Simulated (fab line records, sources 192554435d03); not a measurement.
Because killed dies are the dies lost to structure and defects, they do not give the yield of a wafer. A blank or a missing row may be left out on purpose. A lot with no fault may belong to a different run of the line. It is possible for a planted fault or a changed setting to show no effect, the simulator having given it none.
Split-lot experiment || flow n5Finfet || 7 lots, 39 wafers read, on a route of 1938 steps

ON THE SPLIT
At N5_BEOL_M10_CVD_75 (deposits Co from CCTBA/H2, target thk 2 nm, time 138.9 s), the setting targetThkA was moved away from the recipe's 20 angstrom on 15 of the 39 wafers read, by -43.7% to +42.5%. This setting was run at the recipe's value on the other wafers.

Reading taken at the split's own step.

THE READING
Co_of_BEOL_M10_CVD_75.thkNm (the simulator's own value, which no gauge read), in nm, at N5_BEOL_M10_CVD_75 (deposits Co from CCTBA/H2, target thk 2 nm, time 138.9 s). The file gives no usual value for it. Average 2.0 nm, standard deviation 0.12 nm, over the 24 wafers here run with the recipe.

{"wafer": "L084.1", "tool, chamber at the split": "cvdCo-01, 1,2,1", "targetThkA as run, angstrom": 20, "against the recipe": "recipe", "Co_of_BEOL_M10_CVD_75.thkNm, nm": 2, "against lot-mates on the recipe": "-"}
{"wafer": "L084.2", "tool, chamber at the split": "cvdCo-01, 1,2,1", "targetThkA as run, angstrom": 20, "against the recipe": "recipe", "Co_of_BEOL_M10_CVD_75.thkNm, nm": 2, "against lot-mates on the recipe": "-"}
{"wafer": "L084.6", "tool, chamber at the split": "cvdCo-01, 1,2,1", "targetThkA as run, angstrom": 20, "against the recipe": "recipe", "Co_of_BEOL_M10_CVD_75.thkNm, nm": 2, "against lot-mates on the recipe": "-"}
{"wafer": "L084.3", "tool, chamber at the split": "cvdCo-01, 0", "targetThkA as run, angstrom": 12.79, "against the recipe": "-36.1%", "Co_of_BEOL_M10_CVD_75.thkNm, nm": 1.4, "against lot-mates on the recipe": -0.6}
{"wafer": "L084.4", "tool, chamber at the split": "cvdCo-01, 0", "targetThkA as run, angstrom": 12.79, "against the recipe": "-36.1%", "Co_of_BEOL_M10_CVD_75.thkNm, nm": 1.4, "against lot-mates on the recipe": -0.6}
{"wafer": "L084.5", "tool, chamber at the split": "cvdCo-01, 2", "targetThkA as run, angstrom": 12.79, "against the recipe": "-36.1%", "Co_of_BEOL_M10_CVD_75.thkNm, nm": 1.2, "against lot-mates on the recipe": -0.8}
{"wafer": "L085.1", "tool, chamber at the split": "cvdCo-02, 2", "targetThkA as run, angstrom": 28.5, "against the recipe": "+42.5%", "Co_of_BEOL_M10_CVD_75.thkNm, nm": 3, "against lot-mates on the recipe": "+1.0"}
{"wafer": "L085.2", "tool, chamber at the split": "cvdCo-02, 0,2,0", "targetThkA as run, angstrom": 20, "against the recipe": "recipe", "Co_of_BEOL_M10_CVD_75.thkNm, nm": 2, "against lot-mates on the recipe": "-"}
{"wafer": "L085.4", "tool, chamber at the split": "cvdCo-02, 0,2,0", "targetThkA as run, angstrom": 20, "against the recipe": "recipe", "Co_of_BEOL_M10_CVD_75.thkNm, nm": 2, "against lot-mates on the recipe": "-"}
{"wafer": "L085.6", "tool, chamber at the split": "cvdCo-02, 0,2,0", "targetThkA as run, angstrom": 20, "against the recipe": "recipe", "Co_of_BEOL_M10_CVD_75.thkNm, nm": 2, "against lot-mates on the recipe": "-"}
{"wafer": "L085.3", "tool, chamber at the split": "cvdCo-02, 1", "targetThkA as run, angstrom": 28.5, "against the recipe": "+42.5%", "Co_of_BEOL_M10_CVD_75.thkNm, nm": 2.8, "against lot-mates on the recipe": "+0.8"}
{"wafer": "L085.5", "tool, chamber at the split": "cvdCo-02, 1", "targetThkA as run, angstrom": 28.5, "against the recipe": "+42.5%", "Co_of_BEOL_M10_CVD_75.thkNm, nm": 2.8, "against lot-mates on the recipe": "+0.8"}
{"wafer": "L089.1", "tool, chamber at the split": "cvdCo-02, 0", "targetThkA as run, angstrom": 20, "against the recipe": "recipe", "Co_of_BEOL_M10_CVD_75.thkNm, nm": 2, "against lot-mates on the recipe": "-"}
{"wafer": "L089.5", "tool, chamber at the split": "cvdCo-02, 0", "targetThkA as run, angstrom": 20, "against the recipe": "recipe", "Co_of_BEOL_M10_CVD_75.thkNm, nm": 2, "against lot-mates on the recipe": "-"}
{"wafer": "L089.2", "tool, chamber at the split": "cvdCo-02, 2", "targetThkA as run, angstrom": 20, "against the recipe": "recipe", "Co_of_BEOL_M10_CVD_75.thkNm, nm": 2.2, "against lot-mates on the recipe": "-"}
{"wafer": "L090.1", "tool, chamber at the split": "cvdCo-01, 0", "targetThkA as run, angstrom": 16.56, "against the recipe": "-17.2%", "Co_of_BEOL_M10_CVD_75.thkNm, nm": 1.8, "against lot-mates on the recipe": -0.1}
{"wafer": "L090.5", "tool, chamber at the split": "cvdCo-01, 0", "targetThkA as run, angstrom": 16.56, "against the recipe": "-17.2%", "Co_of_BEOL_M10_CVD_75.thkNm, nm": 1.8, "against lot-mates on the recipe": -0.1}
{"wafer": "L090.2", "tool, chamber at the split": "cvdCo-01, 2,1", "targetThkA as run, angstrom": 20, "against the recipe": "recipe", "Co_of_BEOL_M10_CVD_75.thkNm, nm": 2, "against lot-mates on the recipe": "-"}
{"wafer": "L090.4", "tool, chamber at the split": "cvdCo-01, 2,1", "targetThkA as run, angstrom": 20, "against the recipe": "recipe", "Co_of_BEOL_M10_CVD_75.thkNm, nm": 2, "against lot-mates on the recipe": "-"}
{"wafer": "L090.3", "tool, chamber at the split": "cvdCo-01, 1", "targetThkA as run, angstrom": 16.56, "against the recipe": "-17.2%", "Co_of_BEOL_M10_CVD_75.thkNm, nm": 1.6, "against lot-mates on the recipe": -0.3}
{"wafer": "L090.6", "tool, chamber at the split": "cvdCo-01, 2", "targetThkA as run, angstrom": 20, "against the recipe": "recipe", "Co_of_BEOL_M10_CVD_75.thkNm, nm": 1.8, "against lot-mates on the recipe": "-"}
{"wafer": "L091.1", "tool, chamber at the split": "cvdCo-01, 2,0", "targetThkA as run, angstrom": 16.23, "against the recipe": "-18.9%", "Co_of_BEOL_M10_CVD_75.thkNm, nm": 1.6, "against lot-mates on the recipe": -0.2}
{"wafer": "L091.2", "tool, chamber at the split": "cvdCo-01, 2,0", "targetThkA as run, angstrom": 16.23, "against the recipe": "-18.9%", "Co_of_BEOL_M10_CVD_75.thkNm, nm": 1.6, "against lot-mates on the recipe": -0.2}
{"wafer": "L091.3", "tool, chamber at the split": "cvdCo-01, 1,0,1", "targetThkA as run, angstrom": 20, "against the recipe": "recipe", "Co_of_BEOL_M10_CVD_75.thkNm, nm": 1.8, "against lot-mates on the recipe": "-"}
{"wafer": "L091.4", "tool, chamber at the split": "cvdCo-01, 1,0,1", "targetThkA as run, angstrom": 20, "against the recipe": "recipe", "Co_of_BEOL_M10_CVD_75.thkNm, nm": 1.8, "against lot-mates on the recipe": "-"}
{"wafer": "L091.5", "tool, chamber at the split": "cvdCo-01, 1,0,1", "targetThkA as run, angstrom": 20, "against the recipe": "recipe", "Co_of_BEOL_M10_CVD_75.thkNm, nm": 1.8, "against lot-mates on the recipe": "-"}
{"wafer": "L091.6", "tool, chamber at the split": "cvdCo-01, 2", "targetThkA as run, angstrom": 16.23, "against the recipe": "-18.9%", "Co_of_BEOL_M10_CVD_75.thkNm, nm": 1.4, "against lot-mates on the recipe": -0.4}
{"wafer": "L093.1", "tool, chamber at the split": "cvdCo-02, 0,2,2", "targetThkA as run, angstrom": 20, "against the recipe": "recipe", "Co_of_BEOL_M10_CVD_75.thkNm, nm": 2.2, "against lot-mates on the recipe": "-"}
{"wafer": "L093.3", "tool, chamber at the split": "cvdCo-02, 0,2,2", "targetThkA as run, angstrom": 20, "against the recipe": "recipe", "Co_of_BEOL_M10_CVD_75.thkNm, nm": 2.2, "against lot-mates on the recipe": "-"}
{"wafer": "L093.5", "tool, chamber at the split": "cvdCo-02, 0,2,2", "targetThkA as run, angstrom": 20, "against the recipe": "recipe", "Co_of_BEOL_M10_CVD_75.thkNm, nm": 2.2, "against lot-mates on the recipe": "-"}
{"wafer": "L093.2", "tool, chamber at the split": "cvdCo-02, 2,0,0", "targetThkA as run, angstrom": 20, "against the recipe": "recipe", "Co_of_BEOL_M10_CVD_75.thkNm, nm": 2, "against lot-mates on the recipe": "-"}
{"wafer": "L093.4", "tool, chamber at the split": "cvdCo-02, 2,0,0", "targetThkA as run, angstrom": 20, "against the recipe": "recipe", "Co_of_BEOL_M10_CVD_75.thkNm, nm": 2, "against lot-mates on the recipe": "-"}
{"wafer": "L093.6", "tool, chamber at the split": "cvdCo-02, 2,0,0", "targetThkA as run, angstrom": 20, "against the recipe": "recipe", "Co_of_BEOL_M10_CVD_75.thkNm, nm": 2, "against lot-mates on the recipe": "-"}
{"wafer": "L092.1", "tool, chamber at the split": "cvdCo-01, 1,0,2", "targetThkA as run, angstrom": 20, "against the recipe": "recipe", "Co_of_BEOL_M10_CVD_75.thkNm, nm": 2, "against lot-mates on the recipe": "-"}
{"wafer": "L092.2", "tool, chamber at the split": "cvdCo-01, 1,0,2", "targetThkA as run, angstrom": 20, "against the recipe": "recipe", "Co_of_BEOL_M10_CVD_75.thkNm, nm": 2, "against lot-mates on the recipe": "-"}
{"wafer": "L092.5", "tool, chamber at the split": "cvdCo-01, 1,0,2", "targetThkA as run, angstrom": 20, "against the recipe": "recipe", "Co_of_BEOL_M10_CVD_75.thkNm, nm": 2, "against lot-mates on the recipe": "-"}
{"wafer": "L092.3", "tool, chamber at the split": "cvdCo-01, 2,1,0", "targetThkA as run, angstrom": 11.26, "against the recipe": "-43.7%", "Co_of_BEOL_M10_CVD_75.thkNm, nm": 1, "against lot-mates on the recipe": -1.0}
{"wafer": "L092.4", "tool, chamber at the split": "cvdCo-01, 2,1,0", "targetThkA as run, angstrom": 11.26, "against the recipe": "-43.7%", "Co_of_BEOL_M10_CVD_75.thkNm, nm": 1, "against lot-mates on the recipe": -1.0}
{"wafer": "L092.6", "tool, chamber at the split": "cvdCo-01, 2,1,0", "targetThkA as run, angstrom": 11.26, "against the recipe": "-43.7%", "Co_of_BEOL_M10_CVD_75.thkNm, nm": 1, "against lot-mates on the recipe": -1.0}
Where a row lists several chambers, the file gives one row for several wafers and doesn't say which wafer went through which chamber.

THE FIT
A straight line over all 39 wafers: Co_of_BEOL_M10_CVD_75.thkNm changes by +0.0208 nm for each +1% of targetThkA; r = +0.96; the points scatter about the line by 0.12 nm.
The same after taking each lot's own level away (the mean of its wafers on the recipe; 39 wafers): +0.0202 nm for each +1%; r = +0.97; scatter 0.1 nm.
According to that fit, moving targetThkA by its largest amount changes the reading by 0.88 nm.
From 1.80 to 2.10 nm: that is the span of the lots' own levels, equal to 2.6 times the standard deviation above.
Consequently the slope shifts little with the lot-to-lot level, the two slopes agreeing.
Check: -0.847 nm against its lot-mates is what the line predicts for one of the wafers moved furthest among these (-43.7%) when that wafer is left out of the fit. It came out at -1 nm against them.

OTHER SPLITS ON THESE WAFERS
Other splits were also applied to these wafers ahead of the reading. Each is held against what the fit with the lots' levels taken away leaves over:
{"other split on the same wafers": "N5_BEOL_M9_ETCH_62 timeS", "wafers away from the commonest value": 9, "r with Co_of_BEOL_M10_CVD_75.thkNm (lot level and that fit taken away)": "+0.08"}

FILE'S OWN FIT
Co_of_BEOL_M10_CVD_75.thkNm changes by +0.0199 nm for each +1% of targetThkA, r = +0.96.
